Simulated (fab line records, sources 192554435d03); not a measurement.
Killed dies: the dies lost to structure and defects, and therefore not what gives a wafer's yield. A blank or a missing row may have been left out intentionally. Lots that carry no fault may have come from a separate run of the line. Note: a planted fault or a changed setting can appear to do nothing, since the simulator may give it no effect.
Chamber matching :: flow n5_finfet :: N5_BEOL_M2_ILD_DEP_00 on pecvd-01: 3 sister chambers
The step deposits SiOC from DEMS/O2, target thk 79 nm, time 15.3 s. 3 wafers are shown with their chamber, then 8 later ones without.

## EACH WAFER AND ITS CHAMBER
wafer: L081.3
chamber: 2
throttle_valve_pct (%): 12.4

wafer: L081.5
chamber: 0
throttle_valve_pct (%): 13.5

wafer: L085.2
chamber: 1
throttle_valve_pct (%): 11.9

## WAFERS WHOSE CHAMBER IS MISSING
wafer: L085.5
throttle_valve_pct (%): 12.5

wafer: L085.6
throttle_valve_pct (%): 12.3

wafer: L089.1
throttle_valve_pct (%): 13.5

wafer: L089.2
throttle_valve_pct (%): 12.1

wafer: L089.3
throttle_valve_pct (%): 11.9

wafer: L089.4
throttle_valve_pct (%): 13.6

wafer: L089.5
throttle_valve_pct (%): 13.8

wafer: L089.6
throttle_valve_pct (%): 12.3

## EACH ONE'S CHAMBER
wafer: L085.5
from the rows above: 2
in truth: 2

wafer: L085.6
from the rows above: 2
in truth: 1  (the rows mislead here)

wafer: L089.1
from the rows above: 0
in truth: 0

wafer: L089.2
from the rows above: can't be placed: 1 or 2
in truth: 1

wafer: L089.3
from the rows above: 1
in truth: 1

wafer: L089.4
from the rows above: 0
in truth: 0

wafer: L089.5
from the rows above: 0
in truth: 0

wafer: L089.6
from the rows above: 2
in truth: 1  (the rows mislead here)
Placed correctly: 5 of 8. Not placeable from these rows: 1 (in 1, the candidates include the true chamber). Number placed wrongly: 2.
How it was worked out, from the rows above alone: a wafer's distance from a chamber is the root of the sum, over the readings, of the square of ((its reading less the chamber's mean) divided by the reading's scatter). The wafer belongs to the nearest chamber; if the next one is less than 2 further off, it can't be placed. The mean given for a chamber averages the wafers shown for that chamber. The scatter (one wafer shown for each chamber): square how far every hidden wafer sits from the nearest shown wafer, average those squares and take the square root.
